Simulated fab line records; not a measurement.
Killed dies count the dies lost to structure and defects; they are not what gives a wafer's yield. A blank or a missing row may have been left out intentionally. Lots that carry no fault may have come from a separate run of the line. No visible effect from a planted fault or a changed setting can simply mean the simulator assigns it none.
Which tool is to blame? -- flow n5 finfet -- 12 lots with 33 wafers sampled at 6 steps, on a route of 1938 steps

WHAT THE GAUGES READ, wafer by wafer
N5_BEOL_M0_SAQP_OVL_MEAS_15.
lot,measured,on,M0_CORE_OVL (nm)
L498,day 5 12:26,overlay-01,-0.9 0.2 -0.5
L499,day 5 20:02,overlay-02,-1.2 -0.6 -1.2
L502,day 6 17:29,overlay-02,0.8 0.4 1.5
L505,day 7 10:49,overlay-01,-0.1 0.6
L507,day 7 19:05,overlay-02,-1.0 -0.4
L510,day 8 17:00,overlay-01,21.2 19.2 19.1
L511,day 8 22:22,overlay-01,20.7 20.7 19.6
L512,day 9 05:58,overlay-01,1.1 1.5 0.4
L513,day 9 09:01,overlay-02,-0.1 0.5
L517,day 10 10:18,overlay-02,1.3 0.1 0.9
L519,day 10 16:07,overlay-01,1.1 2.3 1.9
L520,day 11 06:26,overlay-02,1.8 2.8 2.6

N5_BEOL_M4_RC_MEAS_101.
lot,measured,on,DIBL_N (mV/V),DIBL_P (mV/V),IOFF_N (nA/um),IOFF_P (nA/um),ION_N (uA/um),ION_P (uA/um),SS_N (mV/dec),SS_P (mV/dec),VT_N (mV),VT_P (mV)
L498,day 7 13:59,prober-01,36.8 37.8 33.9,38.7 39.0 34.3,0.19 0.23 0.14,0.25 0.27 0.17,670 679 664,461 460 451,72.3 72.1 71.3,75.0 74.4 72.5,249 246 251,-249 -247 -252
L499,day 7 20:51,prober-02,38.1 38.6 36.7,39.5 39.0 37.9,0.21 0.22 0.19,0.28 0.29 0.28,690 698 696,475 479 477,71.5 71.9 71.7,73.1 73.1 72.5,244 243 241,-245 -244 -243
L502,day 9 05:26,prober-02,36.7 37.8 39.9,36.8 38.5 39.8,0.16 0.19 0.22,0.21 0.25 0.29,680 689 668,463 465 458,71.6 72.7 73.3,72.6 73.0 74.1,250 248 246,-251 -250 -246
L505,day 9 23:55,prober-02,38.6 36.3,38.7 36.8,0.20 0.16,0.21 0.19,692 667,458 448,72.2 72.1,74.4 73.4,246 246,-255 -254
L507,day 10 00:20,prober-01,40.0 35.1,40.1 36.0,0.23 0.15,0.26 0.21,670 684,451 467,72.4 70.8,74.1 72.1,248 247,-248 -249
L510,day 11 05:55,prober-01,41.3 40.2 39.6,43.0 42.4 40.5,0.24 0.24 0.23,0.33 0.32 0.28,676 695 713,463 479 481,72.7 72.9 72.3,74.0 74.7 74.7,245 245 245,-246 -247 -246
L511,day 11 14:48,prober-02,34.6 38.8 39.8,33.4 39.6 42.2,0.14 0.23 0.24,0.15 0.23 0.29,664 696 681,440 459 457,71.1 72.3 71.7,73.0 74.1 74.8,254 244 244,-256 -251 -248
L512,day 11 19:31,prober-02,38.9 41.0 38.5,38.7 41.4 37.7,0.21 0.25 0.21,0.27 0.33 0.26,671 671 693,464 463 470,72.6 73.6 73.0,74.2 75.0 73.8,245 244 244,-245 -241 -244
L513,day 11 21:46,prober-01,40.4 39.0,40.0 38.3,0.24 0.19,0.29 0.26,675 662,460 456,72.8 73.4,74.3 74.4,248 250,-247 -251
L517,day 13 04:29,prober-01,35.8 36.1 38.4,34.2 33.9 36.6,0.13 0.14 0.16,0.18 0.19 0.22,677 681 673,471 471 465,70.6 70.8 71.3,72.6 72.5 73.1,252 251 252,-251 -250 -249
L519,day 13 11:37,prober-02,31.5 34.3 34.5,31.3 34.7 35.4,0.10 0.14 0.14,0.15 0.19 0.20,654 665 667,459 465 463,70.0 71.4 71.7,71.4 72.7 72.8,254 250 250,-254 -248 -251
L520,day 14 03:58,prober-01,36.1 35.7 35.1,36.7 36.4 36.8,0.15 0.15 0.14,0.20 0.21 0.21,659 656 673,448 452 461,71.9 71.4 72.2,72.8 73.3 73.0,251 248 250,-252 -249 -252

EACH LOT AND THE TOOL THAT RAN IT (in order: tool; ch and the chambers of the sampled wafers; start)
lot,N5_MOL_CONTACT_COAG_CVD_140,N5_MOL_CONTACT_COAG_CMP_52,N5_BEOL_M0_SAQP_EXPOSE_11,N5_BEOL_M0_SAQP_RECESS_114
L498,"cvd w-01 ch 0,1, day 5 06:59","cmp-01 ch 0,2,3, day 5 07:19","arfi scanner-03 ch 0, day 5 12:17","vapor etch-01 ch 0,1, day 5 13:00"
L499,"cvd w-02 ch 0,1, day 5 14:58","cmp-03 ch 1,2, day 5 15:17","arfi scanner-03 ch 0, day 5 19:52","vapor etch-01 ch 1, day 5 20:35"
L502,"cvd w-02 ch 0,1, day 6 12:07","cmp-01 ch 0,3, day 6 12:26","arfi scanner-03 ch 0, day 6 17:20","vapor etch-02 ch 1, day 6 18:17"
L505,"cvd w-02 ch 1, day 7 02:43","cmp-04 ch 0,3, day 7 03:03","arfi scanner-02 ch 0, day 7 10:40","vapor etch-01 ch 1, day 7 11:23"
L507,"cvd w-01 ch 0,1, day 7 13:36","cmp-03 ch 0,1, day 7 13:53","arfi scanner-01 ch 0, day 7 18:57","vapor etch-01 ch 0,1, day 7 20:11"
L510,"cvd w-02 ch 0,1, day 8 10:59","cmp-04 ch 0,2,3, day 8 11:14","arfi scanner-03 ch 0, day 8 16:52","vapor etch-01 ch 0,1, day 8 17:43"
L511,"cvd w-02 ch 0,1, day 8 16:10","cmp-01 ch 1,2,3, day 8 16:30","arfi scanner-03 ch 0, day 8 22:13","vapor etch-02 ch 0,1, day 8 23:02"
L512,"cvd w-01 ch 0,1, day 9 00:45","cmp-01 ch 0,1, day 9 00:59","arfi scanner-01 ch 0, day 9 05:49","vapor etch-01 ch 0,1, day 9 06:38"
L513,"cvd w-02 ch 0,1, day 9 02:42","cmp-04 ch 1,2, day 9 02:56","arfi scanner-02 ch 0, day 9 08:52","vapor etch-01 ch 0,1, day 9 09:42"
L517,"cvd w-02 ch 0,1, day 10 04:07","cmp-01 ch 2,3, day 10 04:26","arfi scanner-01 ch 0, day 10 10:08","vapor etch-02 ch 0,1, day 10 11:25"
L519,"cvd w-02 ch 0, day 10 11:19","cmp-04 ch 1,2, day 10 11:40","arfi scanner-01 ch 0, day 10 15:57","vapor etch-01 ch 0,1, day 10 16:40"
L520,"cvd w-02 ch 0,1, day 11 01:35","cmp-01 ch 1,3, day 11 01:54","arfi scanner-01 ch 0, day 11 06:16","vapor etch-02 ch 0,1, day 11 06:59"
- N5_MOL_CONTACT_COAG_CVD_140: deposits W, target thk 66.5 nm, time 215 s.
- N5_MOL_CONTACT_COAG_CMP_52: polishes, stops on SiO2, t overpolish 1.5 s, target thk 66.5 nm.
- N5_BEOL_M0_SAQP_EXPOSE_11: exposes mask M0 CORE, target cd 42 nm.
- N5_BEOL_M0_SAQP_RECESS_114: chemistry HF/NH3, target SiO2, target depth 14.4 nm, afs cycles 3, sublimation time 60 s.

WHAT THE TOOLS THEMSELVES READ (means of the sampled wafers that have a number; where no wafer has one, the mark that the record gives instead)
N5_MOL_CONTACT_COAG_CVD_140.
lot,tool,heater power w (W)
L498,cvd w-01,545
L499,cvd w-02,443
L502,cvd w-02,457
L505,cvd w-02,471
L507,cvd w-01,507
L510,cvd w-02,450
L511,cvd w-02,454
L512,cvd w-01,548
L513,cvd w-02,456
L517,cvd w-02,456
L519,cvd w-02,442
L520,cvd w-02,465

N5_MOL_CONTACT_COAG_CMP_52.
lot,tool,motor current A (A),overpolish run s (s),time to endpoint s (s)
L498,cmp-01,12.3,1.495,13.4
L499,cmp-03,11.8,1.495,12.6
L502,cmp-01,11.7,1.502,15.8
L505,cmp-04,11.4,1.499,12.5
L507,cmp-03,12.2,1.504,10.7
L510,cmp-04,11.4,1.495,14.7
L511,cmp-01,12.3,1.501,12.2
L512,cmp-01,10.4,1.501,12.2
L513,cmp-04,11.4,1.492,15.2
L517,cmp-01,13.6,1.497,15.2
L519,cmp-04,12.0,1.506,16.0
L520,cmp-01,11.4,1.501,13.1

N5_BEOL_M0_SAQP_RECESS_114.
lot,tool,drypump motor current A (A)
L498,vapor etch-01,5.8
L499,vapor etch-01,5.5
L502,vapor etch-02,5.8
L505,vapor etch-01,5.5
L507,vapor etch-01,5.8
L510,vapor etch-01,6.0
L511,vapor etch-02,6.0
L512,vapor etch-01,5.7
L513,vapor etch-01,5.9
L517,vapor etch-02,6.1
L519,vapor etch-01,6.0
L520,vapor etch-02,6.0

THE ANSWER, worked out from the rows above alone
Rule: what is usual is taken from the lots themselves. The widest of any qualifying gaps counts: lots, ordered by their means at a reading, are off when they make up no more than a third of the lots, leave a main group of 4 or more, and stand apart from it by 3 or more times the standard deviation of that group's means. A main group is skipped when, at the precision printed for the reading in the tables above, its means are all equal. A lot without any number at a reading at which 4 lots or more have one is off too. All remaining lots with rows at the step are treated as sound. After the gauges, taken in route order, come the tools' own readings; for these a lot's mean is taken, as printed above. The first step at which some lot is off is used, and at that step the reading that is off furthest; a lot without a number counts as furthest.
Off: at N5_BEOL_M0_SAQP_OVL_MEAS_15 (M0_CORE_OVL), L510, L511. Main group: mean 0.5 nm, sd 1.
A tool fits if, at a process step before that reading, it ran every lot that is off, and no sound lot after the first of them. Gauges at N5_BEOL_M0_SAQP_OVL_MEAS_15: tried the same way as those tools. One fits: N5_BEOL_M0_SAQP_EXPOSE_11 on arfi scanner-03. Its last sound lot is L502 (day 6 17:20), its first lot that is off L510 (day 8 16:52): a fault that began between those two fits.

WHAT THE SIMULATOR PUT IN
Scanner matching overlay: arfi scanner-03, from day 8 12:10 on, at N5_BEOL_M0_SAQP_EXPOSE_11. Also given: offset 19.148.
Lots struck among those shown: L510, L511. This agrees with what the rule above found.
